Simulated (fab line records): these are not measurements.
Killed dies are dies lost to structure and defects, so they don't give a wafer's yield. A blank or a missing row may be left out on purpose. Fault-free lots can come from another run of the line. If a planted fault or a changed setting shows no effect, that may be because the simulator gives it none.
Struck lot and sound lot, side by side || flow n5_finfet || 14 steps out of a route of 1938
Sound: wafers L461.1, L461.4, L461.6. Struck: wafers L470.1, L470.2, L470.3. At the end, the cause is stated.
Each step with rows lists, per side, the tool, then ch with its chambers, then its first start. Under that, the readings that differ: sound wafers || struck wafers || difference of the means || sigmas: that difference in standard deviations of wafers without a fault.
alike: a reading whose means differ by less than 2 such deviations, as well as words and numbers matching on both sides. not compared: withheld readings; readings where some wafer has no value; bounds like >300 that might hide an equal value; numbers whose values overlap and for which the record gives no deviation.
Wherever a step has rows on one side only, a row that says differs or no value, or a row with sigmas, the two part there. Numbers that don't overlap but have no deviation are shown without sigmas and don't part them. Lack of a reading on every wafer of one side parts them only where that side has two or more wafers.

N5_BEOL_M6_ETCH_62: etches SOC in N2/H2, target depth 110 nm, overetch 22 nm, time 165 s.
  sound on rie_diel-05 ch 2,3, day 8 21:42; struck on rie_diel-03 ch 0,1,3, day 10 13:24
  alike: drypump_motor_current_A, oes_product_au, rf_vpp_V, showerhead_plenum_p_Torr, throttle_valve_pct
  not compared: rf_hours_counter_h
then, 1 step without rows for these wafers: N5_BEOL_M6_STRIP_68 (strips in N2/H2).
N5_BEOL_M6_STRIP_67: strips in CF4.
  sound on rie_diel-05 ch 2,3, day 8 21:51; struck on rie_diel-03 ch 0,1,3, day 10 13:32
  alike: drypump_motor_current_A, oes_product_au, rf_vpp_V, showerhead_plenum_p_Torr, throttle_valve_pct
  not compared: rf_hours_counter_h
N5_BEOL_M6_HM_OPEN_17: chemistry Cl2/BCl3, target TiN, target depth 20 nm, overetch 6 nm.
  sound on rie_metal-02 ch 0,1, day 8 21:53; struck on rie_metal-01 ch 0,1, day 10 13:35
{"reading": "oes_product_au (a.u.)", "sound": "0.56 0.57 0.55", "struck": "0.62 0.84 0.85", "difference": "+0.21", "sigmas": "+2"}
  alike: drypump_motor_current_A, throttle_valve_pct
  not compared: rf_hours_counter_h
N5_BEOL_M6_STRIP_19: strips in O2.
  sound on rie_diel-03 ch 0,2,3, day 8 22:01; struck on rie_diel-03 ch 0,1,2, day 10 13:42
  alike: drypump_motor_current_A, oes_product_au, rf_vpp_V, showerhead_plenum_p_Torr, throttle_valve_pct
  not compared: rf_hours_counter_h
N5_BEOL_M6_CD_MEAS_18: pitch 80 nm, target cd 40 nm.
  struck on cd_sem-02, day 10 13:46; sound on cd_sem-03, day 8 22:05
  alike: cd_nm
then, 6 steps without rows for these wafers: N5_BEOL_M6_COAT_63 (time 60 s, resist thk 60 nm); N5_BEOL_M6_COAT_64 (time 60 s, resist thk 12 nm); N5_BEOL_M6_COAT_71 (time 60 s, resist thk 5 nm); N5_BEOL_M6_COAT_22 (resist thk 30 nm); N5_BEOL_M6_EBR_24; N5_BEOL_M6_SOFTBAKE_23 (time 60 s).
N5_BEOL_M6_EXPOSE_25: exposes mask V5, target cd 40 nm.
  struck on euv_scanner-01, day 10 14:49; sound on euv_scanner-01 ch 0, day 9 00:37
  no value came back on the struck wafers for exposure_dose_mJ_cm2, focus_offset_nm (nm); on the sound wafers exposure_dose_mJ_cm2 reads 44.9 44.8 44.9
  alike: mask
then, 1 step without rows for these wafers: N5_BEOL_M6_PEB_26 (peb time 60 s).

## WHERE THEY PART
First at N5_BEOL_M6_HM_OPEN_17; last, within this record, at N5_BEOL_M6_EXPOSE_25.

WHY: whatever the simulator had introduced
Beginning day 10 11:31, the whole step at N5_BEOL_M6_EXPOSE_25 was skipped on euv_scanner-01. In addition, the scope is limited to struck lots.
